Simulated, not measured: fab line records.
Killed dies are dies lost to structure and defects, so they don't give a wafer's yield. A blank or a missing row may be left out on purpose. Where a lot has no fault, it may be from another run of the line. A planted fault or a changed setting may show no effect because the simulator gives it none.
A lot that was struck, set against a sound lot / flow nand-harc / 16 out of 1159 route steps
Sound: the wafers L981.1, L981.2, L981.6. Struck: wafer L992.2 (left out: L992.1, L992.5 of the same lot, which were not struck); the cause appears at the end.
Each step with rows lists, per side, the tool, then ch with its chambers, then its first start. Under that, the readings that differ: sound wafers / struck wafers / difference of the means / sigmas: that difference in standard deviations of wafers without a fault.
alike: same words and numbers on both sides, and readings whose means sit less than 2 such deviations apart. not compared: any withheld reading, any reading some wafer has no value for, any bound like >300 that may hide the same value, and any number with overlapping values for which the record gives no deviation.
A row with sigmas, a row that says differs or no value, or rows on one side alone: a step with any of these is where the two part. Non-overlapping numbers with no deviation appear without sigmas and do not part them. A reading that every wafer of one side lacks parts them only if that side has two wafers or more.

NHARC_P_M1_ETCH_35: etches the open film in N2/H2, target depth 40 nm, overetch 12 nm, time 43.94 s.
  sound on rie-diel-05 ch 2,3, day 6 09:33; struck on rie-diel-02 ch 0, day 9 05:02
  alike: chamber-pressure-mTorr, drypump-motor-current-A, mfc-ar-sccm, n2-flow-sccm, oes-product-au, rf-vpp-V, showerhead-plenum-p-Torr, throttle-valve-pct
  not compared: rf-hours-counter-h
then, 1 step without rows for these wafers: NHARC_P_M1_ETCH_15 (etches the open film in C4F8/Ar, target depth 182.5 nm, time 91.2 s).
NHARC_P_M1_CD_MEAS_16:
  sound: cd-sem-03 at day 6 09:46; struck: cd-sem-01 at day 9 05:15
  alike: cd-nm
NHARC_P_M1_STRIP_18: strips in N2/H2.
  sound on rie-diel-05 ch 2,3, day 6 09:51; struck on rie-diel-05 ch 3, day 9 05:20
  alike: chamber-pressure-mTorr, drypump-motor-current-A, mfc-ar-sccm, n2-flow-sccm, oes-product-au, rf-vpp-V, showerhead-plenum-p-Torr, throttle-valve-pct
  not compared: rf-hours-counter-h
then, 2 steps without rows for these wafers: NHARC_P_M1_ETCH_28 (etches the open film in CF4/N2, target depth 30 nm, time 72.99 s); NHARC_P_M1_STRIP_19 (strips in post etch residue remover, time 600 s).
NHARC_P_M1_DEGAS_29: time 60 s.
  sound: pvd-sputter-01 at day 6 10:29; struck: pvd-sputter-02 at day 9 05:58
  alike: heater-power-w
NHARC_P_M1_PRE_CLEAN_30: time 30 s.
  sound on pvd-sputter-01; struck on pvd-sputter-02
  alike: heater-power-w
then, 3 steps without rows for these wafers: NHARC_P_M1_PVD_20 (deposits TaN, target thk 5 nm, time 8.06 s); NHARC_P_M1_PVD_21 (deposits Cu, target thk 30 nm, time 20.49 s); NHARC_P_M1_ECD_22 (material Cu, target thk 400 nm).
NHARC_P_M1_ANNEAL_31: time 90 s.
  sound on rtp-anneal-02 ch 0, day 6 11:13; struck on rtp-anneal-01 ch 0, day 9 06:43
  alike: wafer_temp_C_max
NHARC_P_M1_CMP_23: polishes, t overpolish 20 s, target thk 157.82 nm.
  sound on cmp-03 ch 1,2, day 6 11:34; struck on cmp-02 ch 2, day 9 07:05
reading=motor-current-A (A); sound=11.7 13.7 13.5; struck=10.9; difference=-2.1; sigmas=-2
reading=time-to-endpoint-s (s); sound=30 29 28; struck=14; difference=-15; sigmas=-4
  alike: edge-zone-pressure-frac, slurry-filter-dp-kPa
NHARC_P_M1_THK_MEAS_24: measures by xrf.
  sound: film-metro-02 at day 6 11:53; struck: film-metro-01 at day 9 07:23
reading=thk-nm (nm); sound=156.5 157.1 160.2; struck=149.6; difference=-8.3; sigmas=-5
next, for these wafers, 1 step has no rows: NHARC_P_M1_SRD_25.
-- record jumps: 16 days between struck wafers' starts before vs after; left off in module P_M1, resumes in module END, first step shown is number 1159 of the route --
NHARC_END_SORT_01:
  sound on prober-02 ch 0, day 20 00:56; struck on prober-02 ch 0, day 25 11:40
  alike: defect-limited-yield, killed-at-array, killed-at-other, killed-at-periphery, killed-dies, killed-open, killed-short, sort_bin_2_pct, sort_bin_3_pct, sort_bin_4_pct, sort-n-pass, sort-rim-yield-pct, sort-yield-pct

WHERE THEY PART
Last at NHARC_P_M1_THK_MEAS_24 as far as this record goes, first at NHARC_P_M1_CMP_23. Later steps at which nothing parts them and some readings are alike: NHARC_END_SORT_01.

WHY: whatever the simulator had introduced
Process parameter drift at NHARC_P_M1_CMP_23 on cmp-02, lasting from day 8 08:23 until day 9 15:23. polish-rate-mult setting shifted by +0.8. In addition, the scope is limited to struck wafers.
